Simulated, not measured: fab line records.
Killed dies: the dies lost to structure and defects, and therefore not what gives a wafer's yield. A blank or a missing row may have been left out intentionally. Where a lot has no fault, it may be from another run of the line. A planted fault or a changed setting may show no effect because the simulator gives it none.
One fault seen from 3 desks + flow n5_finfet + numbers are kept per desk, each desk with only its own; the story behind them comes last

## FROM THE METROLOGY DESK
What the gauges read for every lot (on any tool): the sampled wafers with a number, averaged. Marked OUT: a lot whose mean sits more than 4 standard deviations from the usual mean, which makes it out of limits; the brackets give that distance. 7 of its 10 readings are shown, namely those furthest out on some lot.
Columns: A = DIBL_N at N5_BEOL_M4_RC_MEAS_101, usual 36.0 mV/V; B = DIBL_P at N5_BEOL_M4_RC_MEAS_101, usual 36.0 mV/V; C = IOFF_N at N5_BEOL_M4_RC_MEAS_101, usual 0.155 nA/um; D = IOFF_P at N5_BEOL_M4_RC_MEAS_101, usual 0.20 nA/um; E = ION_N at N5_BEOL_M4_RC_MEAS_101, usual 672 uA/um; F = SS_P at N5_BEOL_M4_RC_MEAS_101, usual 73.2 mV/dec; G = VT_N at N5_BEOL_M4_RC_MEAS_101, usual 250.4 mV
| lot  | first seen here | A    | B    | C     | D    | E   | F    | G     |
|------|-----------------|------|------|-------|------|-----|------|-------|
| L423 | day 8 17:15     | 37.6 | 36.6 | 0.158 | 0.22 | 669 | 73.8 | 250.9 |
| L433 | day 10 22:16    | 35.0 | 33.8 | 0.128 | 0.18 | 660 | 72.5 | 254.5 |
| L431 | day 11 01:07    | 33.4 | 33.7 | 0.115 | 0.17 | 654 | 72.8 | 255.4 |
| L437 | day 11 23:56    | 35.6 | 37.2 | 0.149 | 0.20 | 665 | 73.2 | 250.4 |
| L443 | day 13 23:53    | 33.9 | 34.1 | 0.138 | 0.19 | 675 | 72.3 | 252.2 |
| L444 | day 14 02:05    | 34.6 | 35.3 | 0.143 | 0.19 | 671 | 72.9 | 251.1 |
This desk's finding: nothing out of limits on any of the 6 lots.

## TOOL OWNER'S DESK, rie_metal-03
The tool's own readings at N5_GATE_CUT_ETCH_56 (etches TiN in Cl2/Ar, target depth 21.6 nm): means of the sampled wafers that have a number, for each lot that ran on this tool. Marked OUT: a lot whose mean sits more than 4 standard deviations from the usual mean, which makes it out of limits; the brackets give that distance.
Columns: A = drypump_motor_current_A at N5_GATE_CUT_ETCH_56, usual 5.7 A; B = oes_ar_750_au at N5_GATE_CUT_ETCH_56, usual 0.78 a.u.; C = oes_product_au at N5_GATE_CUT_ETCH_56, usual 0.78 a.u.; D = rf_fwd_power_W at N5_GATE_CUT_ETCH_56, usual 596.1 W; E = throttle_valve_pct at N5_GATE_CUT_ETCH_56, usual 20.80 %
| lot  | first seen here | A   | B    | C    | D               | E     |
|------|-----------------|-----|------|------|-----------------|-------|
| L423 | day 4 16:43     | 5.5 | 0.76 | 0.76 | 597.2           | 20.66 |
| L431 | day 6 16:14     | 5.9 | 0.54 | 0.61 | 451.8 (-76) OUT | 20.69 |
| L437 | day 8 08:35     | 5.0 | 0.57 | 0.66 | 454.0 (-75) OUT | 20.93 |
This desk finds L431, L437 out of limits, L431 being first, at day 6 16:14 (rf_fwd_power_W at N5_GATE_CUT_ETCH_56). Within limits: L423.

## THE DEFECT DESK
What the inspections along the route counted, lot by lot: means of the sampled wafers that have a number. Marked OUT: a lot whose mean sits more than 4 standard deviations from the usual mean, which makes it out of limits; the brackets give that distance.
Columns: A = raw_defect_count at N5_HKMG_FIN_INSPECT_28, usual 40
| lot  | first seen here | A  |
|------|-----------------|----|
| L423 | day 4 16:33     | 28 |
| L431 | day 6 15:56     | 40 |
| L433 | day 7 03:17     | 39 |
| L437 | day 8 08:26     | 34 |
| L443 | day 9 23:02     | 58 |
| L444 | day 10 13:14    | 35 |
This desk's finding: nothing out of limits on any of the 6 lots.

## ALL TOGETHER
An alarm could have come from the tool owner's desk at day 6 16:14, on L431, L437.
From the metrology desk's view, nothing was out of limits.
No out-of-limits result turned up at the defect desk.
The metrology desk has L431, L437 on record, within its limits.
The defect desk has L431, L437 on record, within its limits.
Of the lots named, all ran N5_GATE_CUT_ETCH_56 on rie_metal-03.

## WHAT THE SIMULATOR PUT IN
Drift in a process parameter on rie_metal-03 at N5_GATE_CUT_ETCH_56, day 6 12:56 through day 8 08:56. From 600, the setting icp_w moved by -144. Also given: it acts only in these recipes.
Lots struck among those shown: L431, L437.
Hours from the fault's start to each desk's first reading out of limits: the tool owner's desk, 3.
